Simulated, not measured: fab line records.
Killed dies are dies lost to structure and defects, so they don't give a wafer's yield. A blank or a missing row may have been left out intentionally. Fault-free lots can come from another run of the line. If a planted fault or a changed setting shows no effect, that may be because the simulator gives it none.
fab line records -- flow nand_harc -- part 2 of 2: steps 27 to 34 of 34
record lots=5, wafers=15, last_day=34
route steps=1302 shown A_M1@1192 A_BONDPAD@1202
lots with no fault: from the same line, run without faults
start_h: the number of hours between the record's first day and the start of the first shown wafer of the lot -- wait_h: hours elapsed since this lot's preceding step -- " repeats the value in the row above -- L1.1+2: a row that stands for several wafers -- - no value, or no start was given -- * or withheld: withheld -- < > ~ a bound
route shown NAME@n: a module of which the file shows steps, and the number in the route of the first -- usual: mean and standard deviation over wafers with no fault -- same: alike in all rows -- chamber/n: place in a boat -- sites: per-site readings -- _std_site: the standard deviation of these -- _edge_site: mean of outer sites minus mean of inner sites -- radius_mm: for every site, how far away it sits from the centre of the wafer -- mask NAME#n: copy n -- behind: the most recent tool/chamber to have shaped the wafer -- hold: why the lot was held/for how many hours/how that ended -- device: names the non-switching transistor (n, p or np) -- end of line: the route-end tests of the same wafers -- a step without rows: its recipe alone -- killed: count of dies lost to structure and defects at first sort (not the wafer's yield) -- map: the dies of a wafer, with x for killed, . for not killed, _ for no die there
set.NAME: the setting as run; set.NAME@STEP: as run at that earlier step -- model.NAME: the simulator's own value behind a step, which no gauge read
a table for each step, a row for each wafer; lots at some steps of the route
services: a tool's chamber out of use, with start hour (start_h, from the record's first day; less than 0 if before it), hours out, and reason
## steps
# step NHARC_A_BONDPAD_ETCH_34
# recipe target_depth_a=600, overetch_a=180, time_s=65.91, ion_energy_ev=200, n2_flow_sccm=150, h2_flow_sccm=150, ar_flow_sccm=0, rf_w=400, bias_w=150, chemistry=N2/H2
# usual bias_w=150.0/0.43, drypump_motor_current_A=5.6/0.58, oes_product_au=0.999/0.01, rf_vpp_V=431.7/2.5, showerhead_plenum_p_Torr=2.08/0.088, throttle_valve_pct=14.171/0.0088
lot.wafer,tool,chamber,start_h,wait_h,bias_w,drypump_motor_current_A,oes_product_au,rf_hours_counter_h,rf_vpp_V,showerhead_plenum_p_Torr,throttle_valve_pct
L076.4,rie_diel-07,3,540.73,0.1,149.9,5.1,0.999,2,435.0,2.19,14.158
L076.5,rie_diel-07,0,540.73,0.1,150.0,5.1,0.993,-,431.9,2.11,14.163
L076.6,rie_diel-07,1,540.73,0.1,149.9,5.4,1.012,-,429.7,1.98,14.169
L075.1,rie_diel-07,3,541.15,0.1,150.2,5.1,0.993,2,432.8,2.19,14.161
L075.2,rie_diel-07,1,541.15,0.1,149.9,5.4,1.023,2,429.6,1.98,14.162
L075.4,rie_diel-07,2,541.15,0.1,150.5,6.5,0.994,2,433.1,2.05,14.157
L090.4,rie_diel-07,2,677.69,0.1,150.2,6.5,0.986,0,430.8,2.05,14.173
L090.5,rie_diel-07,2,677.69,0.1,149.5,6.5,0.989,-,431.8,2.05,14.174
L090.6,rie_diel-07,3,677.69,0.1,150.4,5.1,0.990,-,434.6,2.19,14.169
L089.2,rie_diel-09,3,683.77,0.1,150.0,5.7,0.974,0,428.5,2.00,14.184
L089.1,rie_diel-09,0,683.77,0.1,149.9,5.2,0.994,0,433.1,2.16,14.159
L089.4,rie_diel-09,2,683.77,0.1,149.7,6.0,0.975,0,434.9,2.21,14.170
L097.3,rie_diel-07,3,769.22,0.1,150.0,5.0,1.001,3,434.8,2.19,14.164
L097.4,rie_diel-07,2,769.22,0.1,150.2,6.5,0.985,3,430.9,2.05,14.174
L097.6,rie_diel-07,3,769.22,0.1,150.7,5.1,0.993,-,433.8,2.18,14.168
# step NHARC_A_BONDPAD_ETCH_12
# recipe target_depth_a=2200, time_s=110, chf3_flow_sccm=50, o2_flow_sccm=10, ar_flow_sccm=200, rf_w=500, bias_w=200, chemistry=CHF3/O2
# usual bias_w=200.1/0.57, drypump_motor_current_A=5.6/0.57, oes_product_au=0.944/0.023, rf_vpp_V=371.4/2.3, showerhead_plenum_p_Torr=2.45/0.096, throttle_valve_pct=20.572/0.0081
lot.wafer,tool,chamber,start_h,wait_h,bias_w,drypump_motor_current_A,oes_product_au,rf_hours_counter_h,rf_vpp_V,showerhead_plenum_p_Torr,throttle_valve_pct
L076.4,rie_diel-07,0,-,-,200.2,5.1,0.948,2,371.9,2.48,20.568
L076.6,rie_diel-07,2,-,-,200.3,6.5,0.970,-,370.4,2.42,20.574
L076.5,rie_diel-07,3,-,-,200.6,5.1,0.970,-,373.6,2.56,20.571
L075.2,rie_diel-07,1,-,-,199.6,5.4,0.935,2,370.1,2.34,20.578
L075.1,rie_diel-07,2,-,-,200.7,6.5,0.957,2,371.8,2.42,20.574
L075.4,rie_diel-07,3,-,-,200.5,5.1,0.935,2,373.9,2.56,20.573
L090.4,rie_diel-07,0,-,-,199.3,5.0,0.973,0,373.3,2.48,20.584
L090.6,rie_diel-07,0,-,-,200.6,5.1,0.967,-,371.2,2.48,20.567
L090.5,rie_diel-07,1,-,-,200.7,5.4,0.957,-,368.0,2.34,20.558
L089.1,rie_diel-09,1,-,-,200.9,6.3,0.982,0,366.5,2.26,20.573
L089.2,rie_diel-09,2,-,-,200.3,6.0,0.957,0,375.3,2.58,20.570
L089.4,rie_diel-09,3,-,-,200.4,5.7,0.945,0,369.5,2.36,20.572
L097.4,rie_diel-07,0,-,-,200.7,5.1,0.976,3,372.2,2.48,20.561
L097.3,rie_diel-07,1,-,-,201.0,5.4,0.968,3,366.1,2.33,20.573
L097.6,rie_diel-07,3,-,-,199.9,5.0,0.954,-,374.2,2.56,20.575
# step NHARC_A_BONDPAD_CD_MEAS_13
# usual cd_nm=499.2/1.8
lot.wafer,tool,chamber,start_h,wait_h,cd_nm
L076.4,cd_sem-03,-,540.95,-,497.8
L076.5,cd_sem-03,-,540.95,-,497.6
L076.6,cd_sem-03,-,540.95,-,498.4
L075.1,cd_sem-02,-,541.38,-,499.7
L075.2,cd_sem-02,-,541.38,-,500.7
L075.4,cd_sem-02,-,541.38,-,500.7
L090.4,cd_sem-03,-,677.97,-,498.8
L090.5,cd_sem-03,-,677.97,-,501.7
L090.6,cd_sem-03,-,677.97,-,499.1
L089.1,cd_sem-02,-,684.00,-,501.5
L089.2,cd_sem-02,-,684.00,-,501.2
L089.4,cd_sem-02,-,684.00,-,498.7
L097.3,cd_sem-02,-,769.46,-,499.8
L097.4,cd_sem-02,-,769.46,-,500.1
L097.6,cd_sem-02,-,769.46,-,499.0
# step NHARC_A_BONDPAD_STRIP_15
# recipe o2_flow_sccm=500, ar_flow_sccm=0, bias_w=0, chemistry=O2
# usual drypump_motor_current_A=5.6/0.55, oes_product_au=1.001/0.011, rf_vpp_V=57.9/0.97, showerhead_plenum_p_Torr=3.60/0.15, throttle_valve_pct=17.037/0.0087
# same bias_w=0
lot.wafer,tool,chamber,start_h,wait_h,drypump_motor_current_A,oes_product_au,rf_hours_counter_h,rf_vpp_V,showerhead_plenum_p_Torr,throttle_valve_pct
L076.6,rie_diel-09,0,541.08,0.1,5.2,1.012,-,57.9,3.73,17.036
L076.5,rie_diel-09,2,541.08,0.1,6.0,0.999,-,58.4,3.80,17.034
L076.4,rie_diel-09,3,541.08,0.1,5.7,0.997,-,58.5,3.48,17.023
L075.2,rie_diel-09,3,541.48,0.1,5.7,1.004,5,57.1,3.48,17.034
L075.1,rie_diel-09,0,541.48,0.1,5.2,1.026,5,56.9,3.73,17.034
L075.4,rie_diel-09,3,541.48,0.1,5.7,1.003,-,60.2,3.48,17.041
L090.4,rie_diel-07,3,678.04,0.1,5.1,1.007,0,59.2,3.76,17.027
L090.5,rie_diel-07,3,678.04,0.1,5.1,1.001,-,58.2,3.76,17.028
L090.6,rie_diel-07,0,678.04,0.1,5.0,1.003,-,59.1,3.64,17.042
L089.1,rie_diel-07,1,684.07,0.1,5.4,0.986,1,57.7,3.43,17.045
L089.2,rie_diel-07,3,684.07,0.1,5.1,1.001,1,59.0,3.76,17.034
L089.4,rie_diel-07,0,684.07,0.1,5.1,0.998,-,58.0,3.64,17.041
L097.3,rie_diel-09,3,769.53,0.1,5.7,0.987,13,57.3,3.46,17.029
L097.4,rie_diel-09,0,769.53,0.1,5.2,0.984,17,57.6,3.71,17.033
L097.6,rie_diel-09,3,769.53,0.1,5.7,0.983,-,58.3,3.46,17.017
# step NHARC_A_BONDPAD_ETCH_24
# recipe target_depth_a=300, over_etch_frac=0.3, time_s=72.99, ion_energy_ev=150, cf4_flow_sccm=50, n2_flow_sccm=100, ar_flow_sccm=150, rf_w=300, bias_w=100, chemistry=CF4/N2
# usual bias_w=100.01/0.28, drypump_motor_current_A=5.7/0.56, oes_product_au=1.001/0.01, rf_vpp_V=315.0/2.2, showerhead_plenum_p_Torr=2.68/0.12, throttle_valve_pct=19.794/0.0096
# same over_etch_frac=0.3
lot.wafer,tool,chamber,start_h,wait_h,bias_w,drypump_motor_current_A,oes_product_au,rf_hours_counter_h,rf_vpp_V,showerhead_plenum_p_Torr,throttle_valve_pct
L076.6,rie_diel-09,2,541.22,0.1,99.64,6.0,0.994,-,318.6,2.84,19.791
L076.4,rie_diel-09,3,541.22,0.1,100.09,5.7,1.007,-,313.6,2.59,19.792
L076.5,rie_diel-09,0,541.22,0.1,100.43,5.2,1.019,-,316.5,2.78,19.793
L075.2,rie_diel-09,0,541.64,0.1,99.57,5.2,1.006,5,318.5,2.78,19.814
L075.1,rie_diel-09,2,541.64,0.1,99.92,6.0,1.002,6,318.0,2.83,19.797
L075.4,rie_diel-09,3,541.64,0.1,99.77,5.7,1.000,-,313.7,2.59,19.790
L090.4,rie_diel-07,1,-,-,99.63,5.4,0.986,0,311.6,2.55,19.794
L090.6,rie_diel-07,0,-,-,100.17,5.1,1.003,-,315.5,2.71,19.790
L090.5,rie_diel-07,1,-,-,99.97,5.4,0.996,-,311.9,2.55,19.791
L089.1,rie_diel-07,3,684.27,0.2,100.38,5.1,0.992,1,316.7,2.80,19.789
L089.2,rie_diel-07,0,684.27,0.2,100.17,5.0,1.001,1,315.9,2.71,19.801
L089.4,rie_diel-07,1,684.27,0.2,100.45,5.4,0.988,-,311.7,2.55,19.822
L097.4,rie_diel-09,0,-,-,99.62,5.2,0.991,17,316.4,2.76,19.803
L097.3,rie_diel-09,2,-,-,100.10,6.0,0.990,15,317.6,2.82,19.787
L097.6,rie_diel-09,1,-,-,100.45,6.4,1.002,-,311.6,2.47,19.789
# step NHARC_A_BONDPAD_STRIP_16
# recipe time_s=600, temp_c=30, chemistry=post_etch_residue_remover
lot.wafer,tool,chamber,start_h,wait_h
L076.5+6+4,wet_bench-08,"1,3,5",541.35,-
L075.2+4+1,wet_bench-10,"6,7,0",541.78,-
L090.6+4+5,wet_bench-08,"5,7,0",678.33,-
L089.1+4+2,wet_bench-08,"6,7,0",684.41,-
L097.6+4+3,wet_bench-08,"1,2,3",769.83,-
# step NHARC_A_BONDPAD_DEGAS_25
# recipe temp_c=300, time_s=60
# usual heater_power_w=471/51
lot.wafer,tool,chamber,start_h,wait_h,heater_power_w
L076.4,pvd_sputter-02,-,541.61,-,441
L076.6,pvd_sputter-02,-,541.61,-,437
L076.5,pvd_sputter-02,-,541.61,-,525
L075.4,pvd_sputter-03,-,542.06,-,492
L075.1,pvd_sputter-03,-,542.06,-,456
L075.2,pvd_sputter-03,-,542.06,-,576
L090.4,pvd_sputter-01,-,678.59,-,504
L090.5,pvd_sputter-01,-,678.59,-,506
L090.6,pvd_sputter-01,-,678.59,-,459
L089.1,pvd_sputter-01,-,684.67,-,514
L089.2,pvd_sputter-01,-,684.67,-,473
L089.4,pvd_sputter-01,-,684.67,-,386
L097.3,pvd_sputter-03,-,770.08,-,581
L097.4,pvd_sputter-03,-,770.08,-,503
L097.6,pvd_sputter-03,-,770.08,-,414
# step NHARC_A_BONDPAD_PRE_CLEAN_26
# recipe time_s=30, temp_c=280, gas=H2/He
# usual heater_power_w=413/46
lot.wafer,tool,chamber,start_h,wait_h,heater_power_w
L076.4,pvd_sputter-02,-,-,-,370
L076.6,pvd_sputter-02,-,-,-,408
L076.5,pvd_sputter-02,-,-,-,391
L075.2,pvd_sputter-03,-,-,-,412
L075.1,pvd_sputter-03,-,-,-,397
L075.4,pvd_sputter-03,-,-,-,348
L090.4,pvd_sputter-01,-,-,-,448
L090.5,pvd_sputter-01,-,-,-,414
L090.6,pvd_sputter-01,-,-,-,341
L089.4,pvd_sputter-01,-,-,-,444
L089.2,pvd_sputter-01,-,-,-,405
L089.1,pvd_sputter-01,-,-,-,335
L097.3,pvd_sputter-03,-,-,-,436
L097.4,pvd_sputter-03,-,-,-,498
L097.6,pvd_sputter-03,-,-,-,440
## services
tool,chamber,start_h,hours,kind
rie_diel-07,3,523.40,4.1,repair
rie_diel-09,1,539.40,16.1,repair
pecvd-03,-,547.31,13.0,pm
rie_diel-07,0,572.60,3.6,repair
litho_track-02,-,577.00,7.0,pm
rie_diel-07,2,594.18,2.5,repair
litho_track-07,-,601.00,7.0,pm
pecvd-03,2,604.12,21.4,repair
pecvd-03,1,616.84,8.5,repair
rie_diel-09,-,620.17,1.2,repair
rie_diel-07,1,628.97,2.6,repair
wet_bench-08,-,646.43,8.0,pm
rie_diel-07,-,648.37,9.0,pm
litho_track-05,-,649.01,7.0,pm
pecvd-03,-,660.29,6.1,repair
rie_diel-09,-,674.14,9.0,pm
rie_diel-07,2,683.62,6.8,repair
pecvd-03,-,723.68,1.4,repair
rie_diel-09,3,725.36,9.6,repair
pecvd-03,-,728.45,13.0,pm
rie_diel-07,2,739.02,7.1,repair
rie_diel-07,0,747.07,9.9,repair
rie_diel-07,3,747.47,15.9,repair
litho_track-02,-,752.00,7.0,pm
